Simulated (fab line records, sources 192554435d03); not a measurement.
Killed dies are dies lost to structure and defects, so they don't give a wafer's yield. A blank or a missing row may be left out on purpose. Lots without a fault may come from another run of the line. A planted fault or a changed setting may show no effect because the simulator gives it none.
Chamber matching | flow n5_finfet | N5_FIN_SAQP_ALD_61 on ald_sin-01: 4 sister chambers
The step deposits SiO2, target thk 4 nm, pulse time 1 s, purge time 2 s. 4 wafers are shown with their chamber, then 9 later ones without.

WAFERS WITH THEIR CHAMBER
wafer  | chamber | heater_power_w (W)
L084.2 | 2       | 558
L084.3 | 3       | 526
L087.2 | 0       | 434
L087.5 | 1       | 394

WAFERS WITHOUT THEIR CHAMBER
wafer  | heater_power_w (W)
L088.1 | 513
L088.5 | 429
L088.6 | 394
L091.1 | 400
L091.4 | 426
L091.5 | 511
L097.2 | 550
L097.4 | 422
L097.5 | 396

WHICH CHAMBER EACH WENT THROUGH
wafer  | from the rows above     | in truth
L088.1 | 3                       | 3
L088.5 | 0                       | 0
L088.6 | 1                       | 1
L091.1 | 1                       | 1
L091.4 | 0                       | 0
L091.5 | 3                       | 3
L097.2 | can't be placed: 2 or 3 | 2
L097.4 | can't be placed: 0 or 1 | 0
L097.5 | 1                       | 1
Placed correctly: 7 of 9. Can't be placed from these rows: 2 (the true chamber is among the candidates in 2). Placed wrongly: 0.
How it was worked out, from the rows above alone: a wafer's distance from a chamber is the root of the sum, over the readings, of the square of ((its reading less the chamber's mean) divided by the reading's scatter). The wafer belongs to the nearest chamber; if the next one is less than 2 further off, it can't be placed. A chamber's mean is the mean of its shown wafers. The scatter: with one shown wafer a chamber, the root of the mean of the squares of how far each hidden wafer lies from its nearest shown one.
